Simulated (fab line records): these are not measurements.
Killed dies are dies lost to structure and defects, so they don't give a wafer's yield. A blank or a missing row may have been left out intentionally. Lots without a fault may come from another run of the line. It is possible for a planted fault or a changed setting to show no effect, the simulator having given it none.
Chamber matching | flow n5-finfet | ald-sin-01 running N5_BEOL_M2_ALD_98: 4 sister chambers
The step deposits SiO2, target thk 2.5 nm, pulse time 1 s, co reactant pulse time 1 s. 22 wafers are shown with their chamber, then 11 later ones without.

== EACH WAFER AND ITS CHAMBER ==
wafer  | chamber | heater-power-w (W) | precursor-pulse-height-rel
L074.4 | 1       | 85                 | 1.010
L074.5 | 3       | 70                 | 1.016
L074.6 | 2       | 84                 | 0.999
L081.3 | 1       | 86                 | 1.028
L081.5 | 3       | 70                 | 0.957
L081.6 | 0       | 78                 | 1.001
L083.3 | 0       | 81                 | 0.996
L083.4 | 3       | 71                 | 1.009
L083.5 | 2       | 84                 | 1.009
L082.1 | 1       | 86                 | 0.977
L082.4 | 2       | 83                 | 1.023
L082.5 | 1       | 85                 | 0.997
L080.1 | 0       | 80                 | 0.980
L080.5 | 1       | 88                 | 1.043
L080.6 | 0       | 80                 | 0.999
L086.1 | 2       | 85                 | 1.013
L086.2 | 1       | 87                 | 0.968
L086.5 | 3       | 69                 | 1.031
L088.1 | 2       | 85                 | 0.992
L088.2 | 3       | 70                 | 1.000
L088.6 | 2       | 87                 | 0.989
L091.1 | 0       | 82                 | 0.987

SIGNATURES (averages over the wafers above)
reading                    | chamber 0 | chamber 1 | chamber 2 | chamber 3 | scatter within a chamber
heater-power-w             | 80.20     | 86.17     | 84.67     | 70.00     | 1.22
precursor-pulse-height-rel | 0.99260   | 1.00383   | 1.00417   | 1.00260   | 0.0217
Rule: for each reading, subtract the chamber's mean from the wafer's reading, divide by that reading's scatter and square the result; add these up over the readings and take the root, which gives the wafer's distance from the chamber. The wafer belongs to the nearest chamber; if the next one is less than 2 further off, it can't be placed. The scatter: the root of (the sum of the squares of (reading less its chamber's mean) over the shown wafers, divided by (wafers less chambers)).

== WAFERS WITHOUT THEIR CHAMBER ==
wafer  | heater-power-w (W) | precursor-pulse-height-rel
L091.2 | 71                 | 0.987
L091.3 | 85                 | 0.993
L090.3 | 84                 | 0.989
L090.5 | 80                 | 0.977
L090.6 | 69                 | 0.988
L093.2 | 82                 | 0.973
L093.3 | 88                 | 0.970
L093.4 | 72                 | 0.975
L094.4 | 84                 | 0.967
L094.5 | 83                 | 1.001
L094.6 | 86                 | 0.997

== EACH ONE'S CHAMBER ==
wafer  | from the rows above          | in truth
L091.2 | 3                            | 3
L091.3 | can't be placed: 2 or 1      | 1
L090.3 | can't be placed: 2 or 1      | 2
L090.5 | 0                            | 0
L090.6 | 3                            | 3
L093.2 | can't be placed: 0 or 2 or 1 | 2
L093.3 | can't be placed: 1 or 2      | 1
L093.4 | 3                            | 3
L094.4 | can't be placed: 2 or 1 or 0 | 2
L094.5 | can't be placed: 2 or 0 or 1 | 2
L094.6 | can't be placed: 1 or 2      | 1
4 of 11 placed correctly. Cannot be placed on the basis of these rows: 7; the candidates contain the true chamber in 7. Wrongly placed: 0.
